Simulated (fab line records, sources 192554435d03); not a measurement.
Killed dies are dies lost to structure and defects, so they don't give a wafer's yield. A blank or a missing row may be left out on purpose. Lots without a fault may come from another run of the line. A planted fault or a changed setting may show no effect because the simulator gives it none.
Split-lot experiment | flow n5_finfet | 7 lots, 21 wafers read, on a route of 1938 steps

THE SPLIT
At N5_WELL_APT_PEB_06 (peb time 90 s), the setting peb_time_s was moved away from the recipe's 90 s on 4 of the 21 wafers read, by -10.0% to -6.9%. The other wafers ran this setting at the recipe's value.

FROM THE SPLIT TO THE READING: what the file shows between them, 2 steps
- N5_WELL_APT_DEVELOP_07: develop time 45 s
- N5_WELL_APT_HARDBAKE_12: time 120 s

THE READING
WELL_APT.cd_nm (the simulator's own value, which no gauge read), in nm, at N5_WELL_APT_DESCUM_13 (chemistry O2, time 7.9 s). The file gives no usual value for it. The 17 wafers here that ran the recipe average 200.3 nm, standard deviation 0.86 nm.

wafer  | tool, chamber at the split | peb_time_s as run, s | against the recipe | WELL_APT.cd_nm, nm | against lot-mates on the recipe
L074.3 | litho_track-03, 0          | 90                   | recipe             | 200.5              | -
L074.4 | litho_track-03, 0          | 83.83                | -6.9%              | 197.6              | -3.1
L074.5 | litho_track-03, 0          | 90                   | recipe             | 200.9              | -
L080.1 | litho_track-03, 0          | 90                   | recipe             | 198.7              | -
L080.2 | litho_track-03, 0          | 90                   | recipe             | 200.6              | -
L080.3 | litho_track-03, 0          | 90                   | recipe             | 199                | -
L083.1 | litho_track-05, 0          | 90                   | recipe             | 202.2              | -
L083.4 | litho_track-05, 0          | 90                   | recipe             | 201.3              | -
L083.6 | litho_track-05, 0          | 90                   | recipe             | 200.3              | -
L087.2 | litho_track-01, 0          | 90                   | recipe             | 199.6              | -
L087.4 | litho_track-01, 0          | 81.75                | -9.2%              | 197.5              | -2.1
L087.6 | litho_track-01, 0          | 81.75                | -9.2%              | 196.2              | -3.4
L090.3 | litho_track-01, 0          | 90                   | recipe             | 200.7              | -
L090.4 | litho_track-01, 0          | 81.02                | -10.0%             | 196.7              | -3.7
L090.6 | litho_track-01, 0          | 90                   | recipe             | 200                | -
L091.1 | litho_track-01, 0          | 90                   | recipe             | 200.1              | -
L091.5 | litho_track-01, 0          | 90                   | recipe             | 199.2              | -
L091.6 | litho_track-01, 0          | 90                   | recipe             | 199.9              | -
L094.1 | litho_track-03, 0          | 90                   | recipe             | 201.1              | -
L094.3 | litho_track-03, 0          | 90                   | recipe             | 200.6              | -
L094.4 | litho_track-03, 0          | 90                   | recipe             | 199.8              | -

THE FIT
A straight line over all 21 wafers: WELL_APT.cd_nm changes by +0.37 nm for each +1% of peb_time_s; r = +0.85; the points scatter about the line by 0.84 nm.
The same after taking each lot's own level away (the mean of its wafers on the recipe; 21 wafers): +0.342 nm for each +1%; r = +0.90; scatter 0.62 nm.
On that fit, the largest move of peb_time_s shifts the reading by 3.4 nm.
The lots' own levels span 199.43 to 201.27 nm, that is 2.1 times the standard deviation above.
So the lot-to-lot level changes the slope little: the two slopes agree.
Check: with one of the wafers moved furthest among these (-10.0%) left out of the fit, the line predicts -3.32 nm for it against its lot-mates. It came out at -3.65 nm against them.

OTHER SPLITS ON THESE WAFERS
These wafers also went through other splits before the reading. Each is held against what the fit with the lots' levels taken away leaves over:
other split on the same wafers | wafers away from the commonest value | r with WELL_APT.cd_nm (lot level and that fit taken away)
N5_ZERO_LAYER_PECVD_02 time_s  | 9                                    | +0.19
N5_ZERO_LAYER_ETCH_18 icp_w    | 7                                    | +0.40

THE FILE'S OWN FIT
WELL_APT.cd_nm changes by +0.355 nm for each +1% of peb_time_s, r = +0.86.
